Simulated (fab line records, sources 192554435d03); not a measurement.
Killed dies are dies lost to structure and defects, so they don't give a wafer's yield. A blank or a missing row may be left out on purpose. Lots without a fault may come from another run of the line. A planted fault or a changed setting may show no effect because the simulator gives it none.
A struck lot beside a sound one | flow n5_finfet | 17 steps out of a route of 1938
Sound: wafers L155.2, L155.4, L155.5. Struck: wafers L160.2, L160.3, L160.6. The cause comes at the end.
At each step with rows: each side's tool, then ch and its chambers, then its first start. Under that, the readings that differ: sound wafers | struck wafers | difference of the means | sigmas: that difference in standard deviations of wafers without a fault.
alike: readings whose means differ by less than 2 such deviations, and words and numbers that are the same on both sides. not compared: withheld readings, readings that some wafer has no value for, bounds like >300 that may hide the same value, and numbers for which the record gives no deviation and whose values overlap.
The two part at a step that has a row with sigmas, a row that says differs or no value, or rows on one side only. Numbers that don't overlap but have no deviation are shown without sigmas and don't part them. A reading that every wafer of one side lacks parts them only if that side has two wafers or more.

N5_BEOL_M1_ANNEAL_82: time 240 s.
  sound on pvd_sputter-01, day 7 23:17; struck on pvd_sputter-02, day 8 09:41
  alike: heater_power_w
then, 1 step without rows for these wafers: N5_BEOL_M1_SPUTTER_86 (material Cu, target thk 4.5 nm, time 8.29 s).
N5_BEOL_M1_ANNEAL_87: time 240 s.
  sound on pvd_sputter-01, day 7 23:30; struck on pvd_sputter-02, day 8 09:54
  alike: heater_power_w
N5_BEOL_M1_SPUTTER_88: material Cu, target thk 4.5 nm, time 8.29 s.
  sound on pvd_sputter-01, day 7 23:38; struck on pvd_sputter-02, day 8 10:02
  alike: throttle_valve_pct
then, 4 steps without rows for these wafers: N5_BEOL_M1_ANNEAL_89 (time 240 s); N5_BEOL_M1_SPUTTER_90 (material Cu, target thk 4.5 nm, time 8.29 s); N5_BEOL_M1_ANNEAL_91 (time 240 s); N5_BEOL_M1_SPUTTER_92 (material Cu, target thk 4.5 nm, time 8.29 s).
N5_BEOL_M1_ANNEAL_93: time 240 s.
  sound on pvd_sputter-01, day 8 00:10; struck on pvd_sputter-02, day 8 10:34
  alike: heater_power_w
then, 1 step without rows for these wafers: N5_BEOL_M1_SPUTTER_94 (material Cu, target thk 4.5 nm, time 8.29 s).
N5_BEOL_M1_ANNEAL_95: time 240 s.
  sound on pvd_sputter-01, day 8 00:23; struck on pvd_sputter-02, day 8 10:47
  alike: heater_power_w
then, 1 step without rows for these wafers: N5_BEOL_M1_SPUTTER_96 (material Cu, target thk 4.5 nm, time 8.29 s).
N5_BEOL_M1_ECD_50: material Cu, target thk 300 nm.
  sound on ecd_cu-02 ch 0, day 8 00:38; struck on ecd_cu-02 ch 0,1, day 8 11:02
then, 1 step without rows for these wafers: N5_BEOL_M1_ANNEAL_51 (time 90 s).
N5_BEOL_M1_CMP_52: polishes, stops on SiOC, t overpolish 6.8 s, target thk 40 nm.
  sound on cmp-03 ch 2,3, day 8 01:17; struck on cmp-04 ch 0,2,3, day 8 11:28
  reading                | sound    | struck | difference | sigmas
  time_to_endpoint_s (s) | 65 65 60 | 2 0 0  | -63        | -20
  alike: motor_current_A
N5_BEOL_M4_RC_MEAS_101:
  the record has rows for the sound wafers here (prober-01 ch 0, day 9 15:22) and none for the struck ones
-- the record jumps here: 6 days lie between the struck wafers' starts before and after (it left off in module BEOL_M4 and takes up again in module PASSIVATION, whose first step shown is number 1936 of the route) --
N5_PASSIVATION_PROBE_49:
  sound on prober-02, day 14 20:58; struck on prober-01, day 14 19:32
  reading                  | sound | struck         | difference | sigmas
  defect_limited_yield (%) | 93.4  | 0 0 0          | -93        | -58
  killed_at_M0_to_M3       | 33    | 1093 1112 1107 | +1071      | +97
  killed_at_contacts       | 5     | 33 19 13       | +17        | +3
  killed_dies              | 78    | 1180 1180 1180 | +1102      | +58
  killed_on_rim            | 13    | 152 152 152    | +139       | +36
  killed_open              | 52    | 96 77 72       | +30        | +2
  sort_bin_5_function (%)  | 3.3   | 94.8 97.0 95.9 | +92.6      | +93
  sort_n_pass              | 1102  | 0 0 0          | -1102      | -50
  sort_yield_pct (%)       | 93.4  | 0 0 0          | -93        | -49
  alike: killed_at_M4_up, killed_at_front_end, killed_at_other, killed_short, sort_bin_6_memory

WHERE THEY PART
First at N5_BEOL_M1_CMP_52; last, within this record, at N5_PASSIVATION_PROBE_49.

WHY: what the simulator had put in
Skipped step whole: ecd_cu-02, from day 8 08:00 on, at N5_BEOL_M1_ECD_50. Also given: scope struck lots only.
